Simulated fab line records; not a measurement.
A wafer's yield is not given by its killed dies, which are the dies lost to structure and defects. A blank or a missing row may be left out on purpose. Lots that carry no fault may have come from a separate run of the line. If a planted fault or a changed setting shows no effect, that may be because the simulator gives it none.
What tool caused it? :: flow nand_harc :: 13 lots, 37 wafers sampled, at 5 steps of a route of 1302

WHAT THE GAUGES SHOWED, per wafer
NHARC_A_CHANNEL_FILL_D1_INSPECT_13. Usual: raw_defect_count 341, standard deviation 120.
lot: L867
measured: day 11 00:06
on: defect_inspect-01
raw_defect_count: 424 688 711
flag: 

lot: L871
measured: day 12 13:28
on: defect_inspect-02
raw_defect_count: 263 126 321
flag: 

lot: L873
measured: day 13 01:15
on: defect_inspect-02
raw_defect_count: 261 330 325
flag: 

lot: L874
measured: day 14 02:37
on: defect_inspect-02
raw_defect_count: 174 291 234
flag: 

lot: L875
measured: day 14 07:04
on: defect_inspect-02
raw_defect_count: 391 243 309
flag: 

lot: L876
measured: day 14 14:32
on: defect_inspect-02
raw_defect_count: 364 357 352
flag: 

lot: L879
measured: day 15 17:05
on: defect_inspect-01
raw_defect_count: 283 231
flag: 

lot: L880
measured: day 16 07:37
on: defect_inspect-01
raw_defect_count: 329 237 214
flag: 

lot: L881
measured: day 17 02:07
on: defect_inspect-02
raw_defect_count: 426 585
flag: 

lot: L886
measured: day 18 13:57
on: defect_inspect-01
raw_defect_count: 380 279 396
flag: 

lot: L887
measured: day 19 12:07
on: defect_inspect-02
raw_defect_count: 568 272 195
flag: 

lot: L890
measured: day 20 08:46
on: defect_inspect-01
raw_defect_count: 283 306 220
flag: 

lot: L889
measured: day 20 08:46
on: defect_inspect-02
raw_defect_count: 236 328 260
flag: 

NHARC_A_ONON_D2_THK_MEAS_11: measures by ellipsometry. Usual: thk_nm 1000 nm, standard deviation 10.
lot: L867
measured: day 12 18:54
on: film_metro-01
thk_nm (nm): 993 995 994
flag: 

lot: L871
measured: day 14 03:28
on: film_metro-01
thk_nm (nm): 1007 1005 1006
flag: 

lot: L873
measured: day 14 13:24
on: film_metro-02
thk_nm (nm): 1022 1022 1020
flag: 

lot: L874
measured: day 15 14:28
on: film_metro-02
thk_nm (nm): 1001 1002 1001
flag: 

lot: L875
measured: day 15 18:31
on: film_metro-01
thk_nm (nm): 982 984 985
flag: 

lot: L876
measured: day 16 03:32
on: film_metro-01
thk_nm (nm): 976 977 976
flag: 

lot: L879
measured: day 17 05:10
on: film_metro-01
thk_nm (nm): 1451 995
flag: OFF

lot: L880
measured: day 18 02:58
on: film_metro-02
thk_nm (nm): 1468 1470 1016
flag: OFF

lot: L881
measured: day 18 16:43
on: film_metro-01
thk_nm (nm): 1478 1479
flag: OFF

lot: L886
measured: day 20 04:13
on: film_metro-01
thk_nm (nm): 992 992 990
flag: 

lot: L887
measured: day 21 00:29
on: film_metro-01
thk_nm (nm): 1001 1001 1002
flag: 

lot: L890
measured: day 22 08:44
on: film_metro-01
thk_nm (nm): 1002 1002 1000
flag: 

lot: L889
measured: day 22 08:44
on: film_metro-02
thk_nm (nm): 1004 1005 1002
flag: 

WHAT TOOL EACH LOT RAN ON (gives the tool, then ch and the chambers of the sampled wafers, and finally the start)
lot: L867
NHARC_A_CHANNEL_FILL_D1_STRIP_29: rie_diel-04 ch 0,1,3, day 10 23:46 or earlier
NHARC_A_CHANNEL_FILL_D1_CMP_10: cmp-02 ch 0,2,3, day 10 23:46
NHARC_A_ONON_D2_DEP_09: pecvd_onon-01 ch 0, day 12 18:34

lot: L871
NHARC_A_CHANNEL_FILL_D1_STRIP_29: rie_diel-04 ch 0,1,2, day 12 07:26
NHARC_A_CHANNEL_FILL_D1_CMP_10: cmp-04 ch 0,1,3, day 12 13:04
NHARC_A_ONON_D2_DEP_09: pecvd_onon-03 ch 0, day 14 02:57

lot: L873
NHARC_A_CHANNEL_FILL_D1_STRIP_29: rie_diel-04 ch 0,2,3, day 13 00:50 or earlier
NHARC_A_CHANNEL_FILL_D1_CMP_10: cmp-02 ch 0,1,3, day 13 00:50
NHARC_A_ONON_D2_DEP_09: pecvd_onon-01 ch 0, day 14 12:53

lot: L874
NHARC_A_CHANNEL_FILL_D1_STRIP_29: rie_diel-10 ch 0,2,3, day 14 02:12 or earlier
NHARC_A_CHANNEL_FILL_D1_CMP_10: cmp-02 ch 1,2,3, day 14 02:12
NHARC_A_ONON_D2_DEP_09: pecvd_onon-01 ch 0, day 15 13:57

lot: L875
NHARC_A_CHANNEL_FILL_D1_STRIP_29: rie_diel-04 ch 1,2,3, day 14 06:41 or earlier
NHARC_A_CHANNEL_FILL_D1_CMP_10: cmp-01 ch 0,1,2, day 14 06:41
NHARC_A_ONON_D2_DEP_09: pecvd_onon-02 ch 0, day 15 18:01

lot: L876
NHARC_A_CHANNEL_FILL_D1_STRIP_29: rie_diel-10 ch 0,3, day 14 14:09 or earlier
NHARC_A_CHANNEL_FILL_D1_CMP_10: cmp-01 ch 1,2,3, day 14 14:09
NHARC_A_ONON_D2_DEP_09: pecvd_onon-03 ch 0, day 16 03:01

lot: L879
NHARC_A_CHANNEL_FILL_D1_STRIP_29: rie_diel-10 ch 0,1, day 15 10:55
NHARC_A_CHANNEL_FILL_D1_CMP_10: cmp-04 ch 0,1, day 15 16:40
NHARC_A_ONON_D2_DEP_09: pecvd_onon-01 ch 0, day 17 04:42

lot: L880
NHARC_A_CHANNEL_FILL_D1_STRIP_29: rie_diel-02 ch 0,2,3, day 16 07:13 or earlier
NHARC_A_CHANNEL_FILL_D1_CMP_10: cmp-02 ch 0,3, day 16 07:13
NHARC_A_ONON_D2_DEP_09: pecvd_onon-01 ch 0, day 18 02:31

lot: L881
NHARC_A_CHANNEL_FILL_D1_STRIP_29: rie_diel-10 ch 2,3, day 17 01:44 or earlier
NHARC_A_CHANNEL_FILL_D1_CMP_10: cmp-04 ch 1, day 17 01:44
NHARC_A_ONON_D2_DEP_09: pecvd_onon-01 ch 0, day 18 16:16

lot: L886
NHARC_A_CHANNEL_FILL_D1_STRIP_29: rie_diel-04 ch 0,2,3, day 18 13:37 or earlier
NHARC_A_CHANNEL_FILL_D1_CMP_10: cmp-01 ch 0,1,3, day 18 13:37
NHARC_A_ONON_D2_DEP_09: pecvd_onon-03 ch 0, day 20 03:46

lot: L887
NHARC_A_CHANNEL_FILL_D1_STRIP_29: rie_diel-04 ch 0,1,2, day 19 11:46 or earlier
NHARC_A_CHANNEL_FILL_D1_CMP_10: cmp-02 ch 0,2,3, day 19 11:46
NHARC_A_ONON_D2_DEP_09: pecvd_onon-03 ch 0, day 21 00:02

lot: L890
NHARC_A_CHANNEL_FILL_D1_STRIP_29: rie_diel-02 ch 0,1, day 20 08:21 or earlier
NHARC_A_CHANNEL_FILL_D1_CMP_10: cmp-01 ch 0,2,3, day 20 08:21
NHARC_A_ONON_D2_DEP_09: pecvd_onon-03 ch 0, day 22 08:17

lot: L889
NHARC_A_CHANNEL_FILL_D1_STRIP_29: rie_diel-04 ch 0,1,3, day 20 08:21 or earlier
NHARC_A_CHANNEL_FILL_D1_CMP_10: cmp-04 ch 1,2,3, day 20 08:21
NHARC_A_ONON_D2_DEP_09: pecvd_onon-02 ch 0, day 22 08:13
- NHARC_A_CHANNEL_FILL_D1_STRIP_29: strips in O2, time 20 s.
- NHARC_A_CHANNEL_FILL_D1_CMP_10: polishes, target thk 150 nm.
- NHARC_A_ONON_D2_DEP_09: target thk 1000 nm.

AS READ BY THE TOOLS THEMSELVES (means over the sampled wafers that have a number; for cases with no such wafer, the mark the record gives instead)
NHARC_A_CHANNEL_FILL_D1_STRIP_29. Usual: drypump_motor_current_A 5.9 A, standard deviation 0.4; oes_product_au 1.000 a.u., standard deviation 0.0071; rf_vpp_V 57.6 V, standard deviation 0.84; showerhead_plenum_p_Torr 3.45 Torr, standard deviation 0.14; throttle_valve_pct 17.035 %, standard deviation 0.0091.
lot: L867
tool: rie_diel-04
drypump_motor_current_A (A): 5.7
oes_product_au (a.u.): 1.007
rf_vpp_V (V): 57.1
showerhead_plenum_p_Torr (Torr): 3.42
throttle_valve_pct (%): 17.032
flag: 

lot: L871
tool: rie_diel-04
drypump_motor_current_A (A): 5.9
oes_product_au (a.u.): 1.002
rf_vpp_V (V): 56.3
showerhead_plenum_p_Torr (Torr): 3.42
throttle_valve_pct (%): 17.037
flag: 

lot: L873
tool: rie_diel-04
drypump_motor_current_A (A): 6.0
oes_product_au (a.u.): 1.000
rf_vpp_V (V): 57.8
showerhead_plenum_p_Torr (Torr): 3.47
throttle_valve_pct (%): 17.033
flag: 

lot: L874
tool: rie_diel-10
drypump_motor_current_A (A): 6.2
oes_product_au (a.u.): 0.995
rf_vpp_V (V): 57.7
showerhead_plenum_p_Torr (Torr): 3.33
throttle_valve_pct (%): 17.045
flag: 

lot: L875
tool: rie_diel-04
drypump_motor_current_A (A): 5.9
oes_product_au (a.u.): 1.011
rf_vpp_V (V): 57.5
showerhead_plenum_p_Torr (Torr): 3.39
throttle_valve_pct (%): 17.039
flag: 

lot: L876
tool: rie_diel-10
drypump_motor_current_A (A): 6.4
oes_product_au (a.u.): 0.997
rf_vpp_V (V): 58.1
showerhead_plenum_p_Torr (Torr): 3.32
throttle_valve_pct (%): 17.035
flag: 

lot: L879
tool: rie_diel-10
drypump_motor_current_A (A): 5.9
oes_product_au (a.u.): 1.002
rf_vpp_V (V): 57.3
showerhead_plenum_p_Torr (Torr): 3.50
throttle_valve_pct (%): 17.043
flag: 

lot: L880
tool: rie_diel-02
drypump_motor_current_A (A): 5.8
oes_product_au (a.u.): 0.997
rf_vpp_V (V): 57.4
showerhead_plenum_p_Torr (Torr): 3.48
throttle_valve_pct (%): 17.034
flag: 

lot: L881
tool: rie_diel-10
drypump_motor_current_A (A): 6.0
oes_product_au (a.u.): 0.995
rf_vpp_V (V): 56.8
showerhead_plenum_p_Torr (Torr): 3.30
throttle_valve_pct (%): 17.037
flag: 

lot: L886
tool: rie_diel-04
drypump_motor_current_A (A): 6.0
oes_product_au (a.u.): 1.004
rf_vpp_V (V): 57.9
showerhead_plenum_p_Torr (Torr): 3.46
throttle_valve_pct (%): 17.035
flag: 

lot: L887
tool: rie_diel-04
drypump_motor_current_A (A): 5.9
oes_product_au (a.u.): 1.000
rf_vpp_V (V): 58.2
showerhead_plenum_p_Torr (Torr): 3.42
throttle_valve_pct (%): 17.034
flag: 

lot: L890
tool: rie_diel-02
drypump_motor_current_A (A): 6.1
oes_product_au (a.u.): 1.003
rf_vpp_V (V): 58.7
showerhead_plenum_p_Torr (Torr): 3.71
throttle_valve_pct (%): 17.030
flag: 

lot: L889
tool: rie_diel-04
drypump_motor_current_A (A): 5.7
oes_product_au (a.u.): 1.005
rf_vpp_V (V): 58.0
showerhead_plenum_p_Torr (Torr): 3.41
throttle_valve_pct (%): 17.031
flag: 

NHARC_A_CHANNEL_FILL_D1_CMP_10. Usual: motor_current_A 12.9 A, standard deviation 1.2; retaining_ring_pressure_frac 1.000, standard deviation 0.005; time_to_endpoint_s 15.7 s, standard deviation 1.7.
lot: L867
tool: cmp-02
motor_current_A (A): 11.9
retaining_ring_pressure_frac: 1.003
time_to_endpoint_s (s): 16.4
flag: 

lot: L871
tool: cmp-04
motor_current_A (A): 13.1
retaining_ring_pressure_frac: 0.998
time_to_endpoint_s (s): 18.5
flag: 

lot: L873
tool: cmp-02
motor_current_A (A): 11.8
retaining_ring_pressure_frac: 0.999
time_to_endpoint_s (s): 18.0
flag: 

lot: L874
tool: cmp-02
motor_current_A (A): 12.6
retaining_ring_pressure_frac: 0.999
time_to_endpoint_s (s): 13.8
flag: 

lot: L875
tool: cmp-01
motor_current_A (A): 13.5
retaining_ring_pressure_frac: 0.998
time_to_endpoint_s (s): 13.5
flag: 

lot: L876
tool: cmp-01
motor_current_A (A): 12.4
retaining_ring_pressure_frac: 1.001
time_to_endpoint_s (s): 15.5
flag: 

lot: L879
tool: cmp-04
motor_current_A (A): 13.4
retaining_ring_pressure_frac: 0.997
time_to_endpoint_s (s): 16.1
flag: 

lot: L880
tool: cmp-02
motor_current_A (A): 11.5
retaining_ring_pressure_frac: 1.004
time_to_endpoint_s (s): 16.3
flag: 

lot: L881
tool: cmp-04
motor_current_A (A): 12.8
retaining_ring_pressure_frac: 1.006
time_to_endpoint_s (s): 11.3
flag: 

lot: L886
tool: cmp-01
motor_current_A (A): 13.1
retaining_ring_pressure_frac: 0.999
time_to_endpoint_s (s): 17.4
flag: 

lot: L887
tool: cmp-02
motor_current_A (A): 12.6
retaining_ring_pressure_frac: 1.002
time_to_endpoint_s (s): 17.0
flag: 

lot: L890
tool: cmp-01
motor_current_A (A): 13.7
retaining_ring_pressure_frac: 1.002
time_to_endpoint_s (s): 14.8
flag: 

lot: L889
tool: cmp-04
motor_current_A (A): 12.8
retaining_ring_pressure_frac: 0.995
time_to_endpoint_s (s): 17.1
flag: 

NHARC_A_ONON_D2_DEP_09. Usual: sih4_flow_sccm 210.0 sccm, standard deviation 0.55.
lot: L867
tool: pecvd_onon-01
sih4_flow_sccm (sccm): 210.2
flag: 

lot: L871
tool: pecvd_onon-03
sih4_flow_sccm (sccm): 210.1
flag: 

lot: L873
tool: pecvd_onon-01
sih4_flow_sccm (sccm): 210.3
flag: 

lot: L874
tool: pecvd_onon-01
sih4_flow_sccm (sccm): 209.5
flag: 

lot: L875
tool: pecvd_onon-02
sih4_flow_sccm (sccm): 210.1
flag: 

lot: L876
tool: pecvd_onon-03
sih4_flow_sccm (sccm): 210.4
flag: 

lot: L879
tool: pecvd_onon-01
sih4_flow_sccm (sccm): 210.2
flag: 

lot: L880
tool: pecvd_onon-01
sih4_flow_sccm (sccm): 209.3
flag: 

lot: L881
tool: pecvd_onon-01
sih4_flow_sccm (sccm): 210.6
flag: 

lot: L886
tool: pecvd_onon-03
sih4_flow_sccm (sccm): 210.4
flag: 

lot: L887
tool: pecvd_onon-03
sih4_flow_sccm (sccm): 209.7
flag: 

lot: L890
tool: pecvd_onon-03
sih4_flow_sccm (sccm): 210.3
flag: 

lot: L889
tool: pecvd_onon-02
sih4_flow_sccm (sccm): 210.0
flag: 

THE ANSWER, worked out from the rows above alone
Rule: a lot is off if the mean of its wafers that have a number lies more than 3 standard deviations from the usual mean. Also off: a lot with no number at a reading for which 4 or more lots have one. The other lots that the step has rows for count as sound. Order of review: gauges by route order, followed by the tools' own readings, for which a lot's mean as printed above is used. The first step at which some lot is off is used, and at that step the reading that is off furthest; a lot without a number counts as furthest.
Off: L879, L880, L881, at NHARC_A_ONON_D2_THK_MEAS_11 (thk_nm).
A tool fits if, at a process step before that reading, it ran every lot that is off, and no sound lot after the first of them. Those tools and the gauges at NHARC_A_ONON_D2_THK_MEAS_11 are tried in the same way. NHARC_A_CHANNEL_FILL_D1_STRIP_29: start missing for some lots; hours and lot order therefore follow NHARC_A_CHANNEL_FILL_D1_CMP_10. One fits: NHARC_A_ONON_D2_DEP_09 on pecvd_onon-01. Its last sound lot is L874 (day 15 13:57), its first lot that is off L879 (day 17 04:42): a fault that began between those two fits.

WHAT THE SIMULATOR HAD PUT IN
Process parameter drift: pecvd_onon-01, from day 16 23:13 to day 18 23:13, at NHARC_A_ONON_D2_DEP_09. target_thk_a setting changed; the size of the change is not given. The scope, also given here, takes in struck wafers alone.
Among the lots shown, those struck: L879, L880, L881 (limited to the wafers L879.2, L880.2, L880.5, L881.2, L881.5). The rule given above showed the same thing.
